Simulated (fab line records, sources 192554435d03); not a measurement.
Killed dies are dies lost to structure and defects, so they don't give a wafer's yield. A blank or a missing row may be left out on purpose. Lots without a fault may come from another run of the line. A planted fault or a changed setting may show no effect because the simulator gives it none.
fab line records | flow n5_finfet
record lots=3 wafers=9 last_day=17
route steps=1938 shown BEOL_M4@1099 BEOL_M5@1112 BEOL_M8@1332 PASSIVATION@1936
lots that met no fault: from a run of the same line without faults
start_h: hours from the record's first day to the start of the lot's first wafer shown | wait_h: hours since the lot's step before | " the same as in the row above | L1.1+2: a row that stands for several wafers | - no value, or no start given | * or withheld: withheld | < > ~ a bound
route shown NAME@n: a module of which the file shows steps, and the number in the route of the first | usual: mean/standard deviation of fault-free wafers | same: alike in all rows | chamber/n: place in a boat | sites: the reading at each site | _std_site: their standard deviation | _edge_site: outer sites' mean less inner sites' | radius_mm: how far each site lies from the wafer's centre | mask NAME#n: copy n | behind: the tool/chamber that last shaped the wafer | hold: why the lot was held/for how many hours/how that ended | device: the transistor (n, p or np) that didn't switch | end of line: the same wafers' tests at the end of the route | a step without rows: its recipe alone | killed: dies lost to structure and defects at the first sort, not the wafer's yield | map: a wafer's dies, x killed, . not, _ none there
set.NAME: the setting as run; set.NAME@STEP: as run at that earlier step | model.NAME: the simulator's own value behind a step, which no gauge read
lots at some steps of the route; a table a step, a row a wafer
services: from which hour (start_h, from the record's first day; less than 0 if before it) a tool's chamber was out of use, for how many hours, and why
## steps
# step N5_BEOL_M4_ANNEAL_95
# recipe temp_c=400 time_s=240 ambient=vacuum
# step N5_BEOL_M4_SPUTTER_96
# recipe material=Cu target_thk_a=45 temp_c=-20 chamber_pressure_pa=0.07 power_w=withheld time_s=8.29
# step N5_BEOL_M4_ECD_50
# recipe material=Cu target_thk_a=3000
# step N5_BEOL_M4_ANNEAL_51
# recipe temp_c=225 time_s=90 ambient=N2
# step N5_BEOL_M4_CMP_52
# recipe stop_on=SiOC t_overpolish_s=6.8 down_force_psi=1 platen_rpm=50 clearing_platen_down_force_psi=1.5 clearing_platen_rpm=50 post_cmp_clean=cu_alkaline target_thk_nm=40 clearing_platen_pad_velocity_m_s=0.99484 pad_velocity_m_s=0.99484
# step N5_BEOL_M4_PRE_CLEAN_60
# recipe gas=NH3/H2 time_s=15 temp_c=* rf_power_w=300
# step N5_BEOL_M4_CO_CAP_55
# recipe material=Co target_thk_a=20 temp_c=200 precursor=CCTBA/H2 pressure_torr=30 time_s=102.1
# step N5_BEOL_M4_PRE_CLEAN_56
# recipe gas=NH3 time_s=15 temp_c=withheld rf_power_w=300
# step N5_BEOL_M4_DEP_57
# recipe material=SiCN target_thk_a=80 temp_c=withheld precursor=3MS/NH3 pressure_torr=3 rf_w=202 time_s=14
# step N5_BEOL_M4_RC_MEAS_101
# usual DIBL_N=36.4/1.4 DIBL_P=36.3/1.5 IOFF_N=0.162/0.023 IOFF_P=0.211/0.027 ION_N=676/9.7 ION_P=463/6.4 SS_N=71.5/0.5 SS_P=73.3/0.6 VT_N=249.3/2.5 VT_P=-249.9/2.8
# columns lot.wafer tool chamber start_h wait_h DIBL_N[mV/V] DIBL_P[mV/V] IOFF_N[nA/um] IOFF_P[nA/um] ION_N[uA/um] ION_P[uA/um] SS_N[mV/dec] SS_P[mV/dec] VT_N[mV] VT_P[mV]
L233.2 prober-01 0 184.19 0.2 36.2 37.0 0.157 0.197 686 458 71.5 73.6 251.2 -253.0
L233.4 " 0 " " 35.7 35.8 0.142 0.176 667 462 71.1 72.7 251.7 -253.5
L233.6 " 0 " " 34.8 35.1 0.137 0.172 676 458 70.7 72.8 251.9 -256.7
L246.1 prober-02 0 262.61 0.0 35.9 36.8 0.143 0.198 666 455 71.4 73.4 252.8 -253.1
L246.3 " 0 " " 35.8 35.1 0.135 0.181 669 455 70.7 73.1 252.3 -253.9
L246.4 " 0 " " 33.5 33.3 0.108 0.151 669 456 70.8 72.1 255.3 -254.6
L251.1 prober-01 0 296.12 0.0 37.1 37.6 0.166 0.215 694 473 71.7 72.8 247.7 -249.5
L251.3 " 0 " " 40.1 41.0 0.224 0.282 693 471 72.4 73.8 244.3 -247.7
L251.6 " 0 " " 36.9 36.3 0.155 0.202 663 457 71.2 73.4 252.6 -251.1
# step N5_BEOL_M5_ILD_DEP_00
# recipe material=SiCOH_lowk target_thk_a=1406.4 temp_c=300 precursor=DEMS/porogen pressure_torr=5 rf_w=500 time_s=25.9
# step N5_BEOL_M5_CURE_79
# recipe temp_c=385 time_s=240 ambient=He/Ar material=SiCOH_lowk
# step N5_BEOL_M5_PECVD_70
# recipe material=SiO2 target_thk_a=160 temp_c=400 precursor=TEOS/O2 pressure_torr=5.5 rf_w=450 teos_flow_sccm=53.8 gas=O2 flow_sccm=3000 time_s=18
# step N5_BEOL_M5_HM_DEP_02
# recipe material=TiN target_thk_a=200 temp_c=25 chamber_pressure_pa=0.49996
# step N5_BEOL_M5_COAT_59
# recipe resist=SOC temp_c=250 time_s=60 spin_rpm=1500 resist_thk_nm=60
# step N5_BEOL_M5_COAT_60
# recipe resist=SiARC temp_c=220 time_s=60 spin_rpm=1500 resist_thk_nm=12
# step N5_BEOL_M5_COAT_71
# recipe resist=underlayer temp_c=205 time_s=60 spin_rpm=1500 resist_thk_nm=5
# step N5_BEOL_M5_COAT_05
# recipe resist=CAR-EUV spin_rpm=1500 resist_thk_nm=30
# step N5_BEOL_M5_EBR_07
# recipe solvent=PGMEA ebr_width_mm=1.5
# step N5_BEOL_M5_SOFTBAKE_06
# recipe temp_c=110 time_s=60 resist=CAR-EUV
# step N5_BEOL_M5_EXPOSE_08
# recipe mask_id=M5 na=0.33 source_shape=annular sigma_inner=0.4 sigma_outer=0.8 polarization=unpolarized target_cd_nm=28 dose_mj=35.75
# step N5_BEOL_M5_PEB_09
# recipe peb_temp_c=100 peb_time_s=60 resist=CAR-EUV
# step N5_BEOL_M5_DEVELOP_10
# recipe develop_time_s=30 developer=TMAH resist=CAR-EUV rinse_liquid=surfactant_rinse dry=air_spin dev_temp_c=23
# step N5_BEOL_M5_DESCUM_16
# recipe chemistry=O2 time_s=7 source_power_w=50 bias_power_w=20 pressure_mtorr=20 rf_frequency_hz=2.712e+07 temp_c=40 resist=CAR-EUV o2_flow_sccm=225
# step N5_BEOL_M5_ETCH_72
# recipe chemistry=N2/H2 target=underlayer target_depth_a=65 mask_material=CAR-EUV time_s=5.2 ion_energy_ev=200 pressure_mtorr=30 source_w=840 bias_w=150 n2_flow_sccm=200 h2_flow_sccm=200 ends=cleared
# step N5_BEOL_M5_ETCH_61
# recipe chemistry=CF4 target=SiARC target_depth_a=156 mask_material=CAR-EUV time_s=26 ion_energy_ev=80 pressure_mtorr=40 source_w=545 bias_w=36 Ar_flow_sccm=100 cf4_flow_sccm=100 ends=cleared
# step N5_BEOL_M5_ETCH_62
# recipe chemistry=N2/H2 target=SOC target_depth_a=750 overetch_a=150 mask_material=SiARC temp_c=40 time_s=112.5 ion_energy_ev=200 pressure_mtorr=30 source_w=840 bias_w=150 n2_flow_sccm=200 h2_flow_sccm=200
# step N5_BEOL_M5_STRIP_63
# recipe chemistry=N2/H2 temp_c=40 n2_flow_sccm=200 h2_flow_sccm=200 rf_frequency_hz=6e+07
# step N5_BEOL_M5_STRIP_73
# recipe chemistry=N2/H2 temp_c=40 n2_flow_sccm=200 h2_flow_sccm=200 rf_frequency_hz=6e+07
# step N5_BEOL_M5_STRIP_64
# recipe chemistry=CF4 resist=SiARC power_w=300 bias_power_w=75 pressure_mtorr=50 cf4_flow_sccm=150 rf_frequency_hz=6e+07
# step N5_BEOL_M5_HM_OPEN_17
# recipe chemistry=Cl2/BCl3 target_depth_a=200 overetch_a=60 target=TiN mask_material=SOC ion_energy_ev=150 pressure_mtorr=10 icp_w=1000 bias_w=126 Cl2_flow_sccm=53.25 bcl3_flow_sccm=21.75 Ar_flow_sccm=25
# step N5_BEOL_M5_STRIP_19
# recipe chemistry=O2 power_w=400 temp_c=40 pressure_mtorr=30 rf_frequency_hz=6e+07 bias_power_w=0 overash_fraction=0.2 o2_flow_sccm=225
# step N5_BEOL_M5_COAT_65
# recipe resist=SOC temp_c=250 time_s=60 spin_rpm=1500 resist_thk_nm=60
# step N5_BEOL_M5_COAT_66
# recipe resist=SiARC temp_c=220 time_s=60 spin_rpm=1500 resist_thk_nm=12
# step N5_BEOL_M8_ILD_DEP_00
# recipe material=SiCOH_lowk target_thk_a=1797.5 temp_c=300 precursor=DEMS/porogen pressure_torr=5 rf_w=500 time_s=33.4
# usual heater_power_w=343/57 showerhead_plenum_p_Torr=5.742/0.016 throttle_valve_pct=13.8/0.48
# columns lot.wafer tool chamber start_h wait_h heater_power_w showerhead_plenum_p_Torr throttle_valve_pct
L233.2 pecvd-02 2 222.96 0.0 390 5.761 14.3
L233.4 " 2 " " 399 5.757 14.0
L233.6 " 1 " " 297 5.725 13.5
L246.1 pecvd-02 2 291.08 0.0 407 5.759 14.8
L246.3 " 0 " " 330 5.766 13.6
L246.4 " 2 " " 413 5.736 14.5
L251.1 pecvd-03 1 328.02 0.0 314 5.754 13.4
L251.3 " 0 " " 278 5.731 14.3
L251.6 " 2 " " 340 5.767 13.5
# step N5_BEOL_M8_THK_MEAS_01
# recipe reads=SiCOH_lowk_of_BEOL_M8_ILD_DEP_00
# usual M8_ILD_THK=154.5/1.9
# columns lot.wafer tool chamber start_h wait_h M8_ILD_THK[nm]
L233.2 film_metro-01 - 224.98 1.3 150.8
L233.4 " - " " 153.9
L233.6 " - " " 153.8
L246.1 film_metro-02 - 291.65 0.4 151.6
L246.3 " - " " 113.3
L246.4 " - " " 154.5
L251.1 film_metro-02 - 328.60 0.4 154.0
L251.3 " - " " 153.8
L251.6 " - " " 156.3
# step N5_PASSIVATION_PROBE_49
# usual defect_limited_yield=91.3/1.3 killed_at_M0_to_M3=33/8.9 killed_at_M4_up=15/5.4 killed_at_contacts=13/5.8 killed_at_front_end=39/9.9 killed_at_other=3.2/2.9 killed_dies=102/15 killed_on_rim=13/3.7 killed_open=68/12 killed_short=34/7.6 sort_bin_5_function=5.1/0.89 sort_bin_6_memory=3.2/0.63 sort_n_pass=1078/15 sort_yield_pct=91.3/1.3
# same gross_dies=1180 killed_at_back_side=0 sort_bin_4_leakage[%]=0 sort_bin_8_speed[%]=0
# columns lot.wafer tool chamber start_h wait_h defect_limited_yield[%] killed_at_M0_to_M3 killed_at_M4_up killed_at_contacts killed_at_front_end killed_at_other killed_dies killed_on_rim killed_open killed_short sort_bin_5_function[%] sort_bin_6_memory[%] sort_n_pass sort_yield_pct[%]
L246.3 prober-02 - 364.83 0.1 50.6 51 477 11 44 0 583 152 82 36 6.1 3.7 597 50.6
L251.1 prober-02 - 402.08 0.0 89.7 43 9 19 46 5 122 17 87 35 6.6 3.4 1058 89.7
L251.6 prober-02 - 402.33 0.3 87.5 40 8 27 69 3 147 12 109 38 8.3 4.0 1033 87.5
# killed by level:class
L246.3 BEOL_M8:area_dep=464 BEOL_M3:geometric_particle:open=17 BEOL_M0_SAQP:geometric_particle:short=12 BEOL_M1:geometric_particle:open=9 BEOL_M0_SAQP:geometric_particle:open=9 FIN_SAQP:geometric_particle:short=7 MOL_CONTACT_COAG:geometric_particle:open=7 FIN_SAQP:geometric_particle:open=6
L251.1 STI_FIN_REVEAL:geometric_particle:open=19 MOL_CONTACT_COAG:geometric_particle:open=17 BEOL_M0_SAQP:geometric_particle:short=13 BEOL_M1:geometric_particle:open=8 BEOL_M0_SAQP:geometric_particle:open=7 FIN_SAQP:geometric_particle:short=5 BEOL_M2:geometric_particle:open=5 FIN_SAQP:geometric_particle:open=4
L251.6 MOL_CONTACT_COAG:geometric_particle:open=27 FIN_SAQP:geometric_particle:open=16 FIN_SAQP:geometric_particle:short=12 BEOL_M1:geometric_particle:open=10 STI_FIN_REVEAL:geometric_particle:open=9 BEOL_M0_SAQP:geometric_particle:open=9 STARTING-WAFER:geometric_particle:open=8 DUMMY_GATE:geometric_particle:open=7
# map L246.3 (x killed, . not)
_________________xxxxxxxxxxxx________________
______________xxxxxxxxxxxxxxxxxx_____________
___________xxxxxxxxxxxxxxxxxxxxxxxx__________
__________xxxxxxxxxxxxxxxxxxxxxxxxxx_________
________xxxxxxxxxxx.......x.xxxxxxxxxx_______
_______xxxxxxxx...x............xxxxxxxx______
______xxxxxxxx....x..........x...xxxxxxx_____
_____xxxxxx.x.........x...........xxxxxxx____
____xxxxxxx........................xxxxxxx___
___xxxxxxx..............xx..x.......xxxxxxx__
___xxxxxx..............x.x...........xxxxxx__
__xxxxxxx..x....xx............xxx.....xxxxxx_
__xxxxxxx..............................xxxxx_
_xxxxxx.............x.................xxxxxxx
_xxxxxx..............x................xxxxxxx
_xxxxxx.......xx...x...x..........x....xxxxxx
_xxxxx....x..........x........x......xx.xxxxx
_xxxxx.........x..........x.x..........xxxxxx
_xxxxxx.x..............................xxxxxx
_xxxxxxx........x....xx................xxxxxx
_xxxxxx.......x........................xxxxxx
__xxxxxx.....x..x..xx...............x.xxxxxx_
__xxxxxxx..........x..................xxxxxx_
___xxxxxx.........................x..xxxxxx__
___xxxxxxx.........x.x..........x...xxxxxxx__
____xxxxxxx....x..............xx...xxxxxxx___
_____xxxxxxx.x.......x......x...x.xxxxxxx____
______xxxxxxx.xx..........x......xxxxxxx_____
_______xxxxxxxxx...xx..x...x.xxxxxxxxxx______
________xxxxxxxxxxx.x.....xxxxxxxxxxxx_______
__________xxxxxxxxxxxxxxxxxxxxxxxxxx_________
___________xxxxxxxxxxxxxxxxxxxxxxxx__________
______________xxxxxxxxxxxxxxxxxx_____________
_________________xxxxxxxxxxxx________________
# map L233.6 (x killed, . not)
_________________............________________
______________.....x........x..._____________
___________............x.x.........__________
__________.....xx...........x......._________
________.................x...x..x..x.._______
_______.....................xx.........______
______.....x....................x...x..._____
_____..................................x.____
____.............x..x.x..x........x....x..___
___......x............................x..x.__
___.....x....x.....x.........x.............__
__x....x....x.x.........................x..._
__...................................x......_
_..x........x.........x............x.........
_....................................x..x....
_............x.............x..x....xx........
_..x..............................x..........
_xx.................x..................x...x.
_.......................................x....
_.x..x............x......x......x............
_.x....................x.......x...x.........
__...................................x......_
__....x............................x.......x_
___.x.........x............x...............__
___......x................................x__
____..............x.............x.x.......___
_____...............x...................x____
______......................x....x......_____
_______......................x.......x.______
________..........x.x....x............_______
__________..............x..........._________
___________................x.x.....__________
______________..........x....xx._____________
_________________.xx.........________________
## services
# columns tool chamber start_h hours kind
pecvd-03 - 199.99 14.6 pm
pecvd-03 1 272.89 2.1 scheduled_down
## key
first_sign step=N5_BEOL_M8_THK_MEAS_01 reading=M8_ILD_THK direction=down sigmas=22 usual=154.5 struck=113.3
effect step=N5_PASSIVATION_PROBE_49 reading=killed_at_M4_up direction=up sigmas=86 usual=15 struck=477
more_kills_born_at N5_BEOL_M8_ILD_DEP_00@pecvd-02=464
met_at N5_BEOL_M8_ILD_DEP_00
struck_wafers L246.3
fault kind=site_profile_drift tool=pecvd-02 chamber=0 onset_h=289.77 steps=N5_BEOL_M8_ILD_DEP_00 basis=fraction max_abs_drift=0.48086 slope_share_per_hr=106.86 site_pattern=0,0,0,0,0,-1,-1,-1,-1
